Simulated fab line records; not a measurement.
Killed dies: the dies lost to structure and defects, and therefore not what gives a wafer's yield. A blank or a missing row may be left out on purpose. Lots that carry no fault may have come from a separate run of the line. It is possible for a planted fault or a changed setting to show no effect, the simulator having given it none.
Which of the tools did it? + flow nand harc + 6 lots, 18 wafers sampled, at 5 steps of a route of 1302

== WHAT THE GAUGES READ, wafer by wafer ==
NHARC_END_SORT_01.
| lot  | measured     | on        | killed at array |
|------|--------------|-----------|-----------------|
| L756 | day 31 17:33 | prober-01 | 50 52 65        |

== WHICH TOOL RAN EACH LOT (tool, then ch and the chambers of the sampled wafers, then the start) ==
| lot  | NHARC_A_WL_FILL_ALD_00           | NHARC_THIN_TSV_PVD_51                   | NHARC_THIN_TSV_DESCUM_35           | NHARC_THIN_TSV_ETCH_36            |
|------|----------------------------------|-----------------------------------------|------------------------------------|-----------------------------------|
| L750 | ald hk-04 ch 2,3, day 20 23:17   | pvd sputter-01, day 24 18:26 or earlier | rie diel-05 ch 0,1,3, day 24 18:26 | rie metal-01 ch 0,1, day 24 18:47 |
| L751 | ald hk-01 ch 0,1,2, day 21 16:49 | pvd sputter-01, day 25 07:35 or earlier | rie diel-09 ch 0,1, day 25 07:35   | rie metal-02 ch 0,1, day 25 07:58 |
| L752 | ald hk-04 ch 0,1, day 21 19:41   | pvd sputter-03, day 25 06:24 or earlier | rie diel-09 ch 0,3, day 25 06:24   | rie metal-03 ch 0,1, day 25 06:47 |
| L756 | ald hk-01 ch 0,1,2, day 24 03:08 | pvd sputter-01, day 30 15:24 or earlier | rie diel-09 ch 0,2,3, day 30 15:24 | rie metal-03 ch 0, day 30 15:46   |
| L759 | ald hk-01 ch 1,2, day 25 05:23   | pvd sputter-02, day 30 20:19 or earlier | rie diel-13 ch 1,2,3, day 30 20:19 | rie metal-02 ch 0,1, day 30 20:42 |
| L763 | ald hk-03 ch 1,2,3, day 26 19:46 | pvd sputter-02, day 31 02:08 or earlier | rie diel-09 ch 0,2, day 31 02:08   | rie metal-02 ch 0,1, day 31 02:31 |
- NHARC_A_WL_FILL_ALD_00: deposits Al2O3, target thk 3 nm, pulse time 3 s, ald cycles 30.
- NHARC_THIN_TSV_PVD_51: deposits Cu, target thk 100 nm.
- NHARC_THIN_TSV_DESCUM_35: chemistry O2, time 3 s.
- NHARC_THIN_TSV_ETCH_36: etches the open film in Cl2/BCl3, target depth 65 nm, time 18.571 s.

== THE ANSWER, worked out from the rows above alone ==
Rule: the usual values come from the lots themselves. Put in order of their means at a reading, lots are off if they are a third of the lots or fewer, leave a main group of 4 or more, and stand apart from it by a gap of 3 or more times the standard deviation of the main group's means; of several such gaps the widest counts. If all means in a main group match to the digits the tables above print for the reading, that group is not used. A lot without any number at a reading at which 4 lots or more have one is off too. Any other lot the step has rows for is counted as sound.
No lot is off on any of the readings shown, so nothing can be concluded from this.

== WHAT THE SIMULATOR HAD PUT IN ==
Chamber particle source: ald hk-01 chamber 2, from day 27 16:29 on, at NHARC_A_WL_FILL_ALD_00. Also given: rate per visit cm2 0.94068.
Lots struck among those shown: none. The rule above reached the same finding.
